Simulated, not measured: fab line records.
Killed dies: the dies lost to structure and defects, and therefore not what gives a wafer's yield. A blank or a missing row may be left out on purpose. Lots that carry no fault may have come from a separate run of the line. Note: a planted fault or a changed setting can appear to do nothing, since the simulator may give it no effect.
Matching of chambers | flow n5 finfet | N5_BEOL_M5_DESCUM_16 on rie diel-06 has 4 sister chambers
The step chemistry O2, time 7 s. 8 wafers are shown with their chamber, then 8 later ones without.

EACH WAFER AND ITS CHAMBER
wafer  | chamber | showerhead plenum p Torr (Torr) | drypump motor current A (A)
L074.2 | 0       | 2.01                            | 5.7
L076.3 | 3       | 2.18                            | 5.6
L082.1 | 1       | 2.04                            | 6.2
L082.4 | 0       | 2.01                            | 5.6
L086.1 | 3       | 2.17                            | 5.6
L086.3 | 2       | 2.22                            | 6.0
L086.4 | 1       | 2.03                            | 6.2
L091.1 | 2       | 2.22                            | 6.0

WAFERS WITHOUT THEIR CHAMBER
wafer  | showerhead plenum p Torr (Torr) | drypump motor current A (A)
L091.3 | 2.17                            | 5.6
L091.5 | 2.17                            | 5.6
L092.1 | 2.03                            | 6.2
L092.2 | 2.17                            | 5.6
L092.6 | 2.17                            | 5.6
L094.1 | 2.21                            | 6.0
L094.5 | 2.03                            | 6.2
L094.6 | 2.21                            | 6.0

EACH ONE'S CHAMBER
wafer  | from the rows above | in truth
L091.3 | 3                   | 3
L091.5 | 3                   | 3
L092.1 | 1                   | 1
L092.2 | 3                   | 3
L092.6 | 3                   | 3
L094.1 | 2                   | 2
L094.5 | 1                   | 1
L094.6 | 2                   | 2
Correct placement for 8 of the 8. Can't be placed from these rows: 0. Wrongly placed: 0.
How it was worked out, from the rows above alone: a wafer's distance from a chamber is the root of the sum, over the readings, of the square of ((its reading less the chamber's mean) divided by the reading's scatter). If the next closest chamber is less than 2 further off than the closest, the wafer can't be placed; otherwise it belongs to the closest. A chamber's mean is the mean of its shown wafers. The scatter: take each reading less its chamber's mean, square it, sum over the shown wafers, divide by the number of wafers less the number of chambers, and take the root.
